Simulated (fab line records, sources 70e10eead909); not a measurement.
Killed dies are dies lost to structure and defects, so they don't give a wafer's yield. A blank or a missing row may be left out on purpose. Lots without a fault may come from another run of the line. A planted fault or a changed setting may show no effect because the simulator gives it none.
Tool commonality check | flow nand_harc | 12 lots, 36 wafers sampled

WHY IT WAS OPENED
At NHARC_A_CHANNEL_HOLE_D1_INSPECT_12 the reading raw_defect_count is flagged on 2 of 12 lots. Wafers without a fault read 4.9, standard deviation 2.6.
Rule: a lot is flagged when every wafer of it that has a number lies more than 4 standard deviations from that mean, or none has a number. The other lots count as sound.

lot  | measured     | on                | raw_defect_count, wafer by wafer | flag
L920 | day 8 12:31  | defect_inspect-01 | 5 8 6                            |
L924 | day 10 02:28 | defect_inspect-02 | 336 302 305                      | FLAGGED
L925 | day 10 09:40 | defect_inspect-02 | 345 360 314                      | FLAGGED
L933 | day 13 20:22 | defect_inspect-02 | 5 9 9                            |
L935 | day 14 12:37 | defect_inspect-02 | 3 5 3                            |
L934 | day 14 12:50 | defect_inspect-02 | 6 1 4                            |
L937 | day 15 07:38 | defect_inspect-02 | 4 1 4                            |
L936 | day 15 07:56 | defect_inspect-01 | 7 5 4                            |
L939 | day 16 08:13 | defect_inspect-02 | 6 2 3                            |
L940 | day 16 23:34 | defect_inspect-02 | 1 3 6                            |
L941 | day 17 00:53 | defect_inspect-02 | 3 7 5                            |
L942 | day 17 16:53 | defect_inspect-01 | 5 5 2                            |
The numbers of the flagged lots are 327.0 on average: +322.1 against the usual, or +99 or more standard deviations.

WHICH TOOL RAN EACH LOT
The record holds 1 process step before the reading, out of a route of 1302 steps. In each cell: the tool, then ch and the chambers that the sampled wafers went through, then the start.
lot  | flag    | NHARC_A_CHANNEL_HOLE_D1_DEP_00
L920 |         | acl_dep-03 ch 0, day 8 09:52
L924 | FLAGGED | acl_dep-03 ch 0, day 10 00:39
L925 | FLAGGED | acl_dep-03 ch 0, day 10 07:31
L933 |         | acl_dep-02 ch 0, day 13 17:31
L935 |         | acl_dep-02 ch 0, day 14 10:08
L934 |         | acl_dep-03 ch 0, day 14 10:44
L937 |         | acl_dep-02 ch 0, day 15 05:19
L936 |         | acl_dep-03 ch 0, day 15 05:01
L939 |         | acl_dep-01 ch 0, day 16 06:04
L940 |         | acl_dep-02 ch 0, day 16 20:57
L941 |         | acl_dep-03 ch 0, day 16 22:06
L942 |         | acl_dep-02 ch 0, day 17 15:10
What these steps do:
- NHARC_A_CHANNEL_HOLE_D1_DEP_00: deposits aC, target thk 3100 nm.
- NHARC_A_CHANNEL_HOLE_D1_INSPECT_12

FLAGGED OVER TOTAL, TOOL BY TOOL (the gauges that took the reading come last)
step                               | tool              | lots run | flagged | share of the flagged lots | sound lots run after its first flagged lot
NHARC_A_CHANNEL_HOLE_D1_DEP_00     | acl_dep-01        | 1        | 0       | none                      | -
NHARC_A_CHANNEL_HOLE_D1_DEP_00     | acl_dep-02        | 5        | 0       | none                      | -
NHARC_A_CHANNEL_HOLE_D1_DEP_00     | acl_dep-03        | 6        | 2       | all                       | 3 (L934,L936,L941)
NHARC_A_CHANNEL_HOLE_D1_INSPECT_12 | defect_inspect-01 | 3        | 0       | none                      | -
NHARC_A_CHANNEL_HOLE_D1_INSPECT_12 | defect_inspect-02 | 9        | 2       | all                       | 7 (L933,L935,L934,L937,L939,L940,L941)

WHAT THE TABLE ALLOWS
2 rows of the table ran every flagged lot: acl_dep-03 at NHARC_A_CHANNEL_HOLE_D1_DEP_00, defect_inspect-02 at NHARC_A_CHANNEL_HOLE_D1_INSPECT_12.
- acl_dep-03 at NHARC_A_CHANNEL_HOLE_D1_DEP_00: 2 of its 6 lots flagged. Sound lots ran on it after the first flagged one (L934, L936, L941), which a lasting fault on the whole tool wouldn't allow.
- defect_inspect-02 at NHARC_A_CHANNEL_HOLE_D1_INSPECT_12: 2 of its 9 lots flagged. Sound lots ran on it after the first flagged one (L933, L935, L934, L937, L939, L940, L941), which a lasting fault on the whole tool wouldn't allow.
No row of the table ran every flagged lot and no sound lot after the first.

WHAT THE SIMULATOR HAD PUT IN
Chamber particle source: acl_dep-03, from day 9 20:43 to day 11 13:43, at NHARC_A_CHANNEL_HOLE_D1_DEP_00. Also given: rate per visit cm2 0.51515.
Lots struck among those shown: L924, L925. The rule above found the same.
